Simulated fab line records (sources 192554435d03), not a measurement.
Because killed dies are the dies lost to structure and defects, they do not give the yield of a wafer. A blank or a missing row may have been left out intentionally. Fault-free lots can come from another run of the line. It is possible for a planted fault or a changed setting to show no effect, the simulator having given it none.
Matching of chambers -- flow n5_finfet -- ald_sin-01 running N5_MOL_CONTACT_COAG_ALD_133: 4 sister chambers
The step deposits SiO2, target thk 5 nm, pulse time 1 s, co reactant pulse time 1 s. 4 wafers are shown with their chamber, then 11 later ones without.

== WAFERS WITH THEIR CHAMBER ==
wafer,chamber,heater_power_w (W)
L088.5,2,80
L089.1,3,68
L089.4,1,75
L095.1,0,80

== WAFERS WITHOUT THEIR CHAMBER ==
wafer,heater_power_w (W)
L095.2,74
L095.3,68
L095.4,81
L095.5,74
L095.6,80
L097.1,77
L097.2,79
L097.3,68
L097.4,75
L097.5,74
L097.6,76

== CHAMBER TAKEN BY EACH ==
wafer,from the rows above,in truth
L095.2,1,1
L095.3,3,3
L095.4,can't be placed: 0 or 2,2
L095.5,1,1
L095.6,can't be placed: 0 or 2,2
L097.1,can't be placed: 1 or 0 or 2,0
L097.2,can't be placed: 0 or 2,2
L097.3,3,3
L097.4,1,1
L097.5,1,1
L097.6,1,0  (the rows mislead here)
Correct placement for 6 of the 11. Can't be placed from these rows: 4 (the true chamber is among the candidates in 4). Wrongly placed: 1.
How it was worked out, from the rows above alone: a wafer's distance from a chamber is the root of the sum, over the readings, of the square of ((its reading less the chamber's mean) divided by the reading's scatter). The wafer belongs to the nearest chamber; if the next one is less than 2 further off, it can't be placed. Each chamber's mean is taken over the wafers shown for it. The scatter (one wafer shown for each chamber): square how far every hidden wafer sits from the nearest shown wafer, average those squares and take the square root.
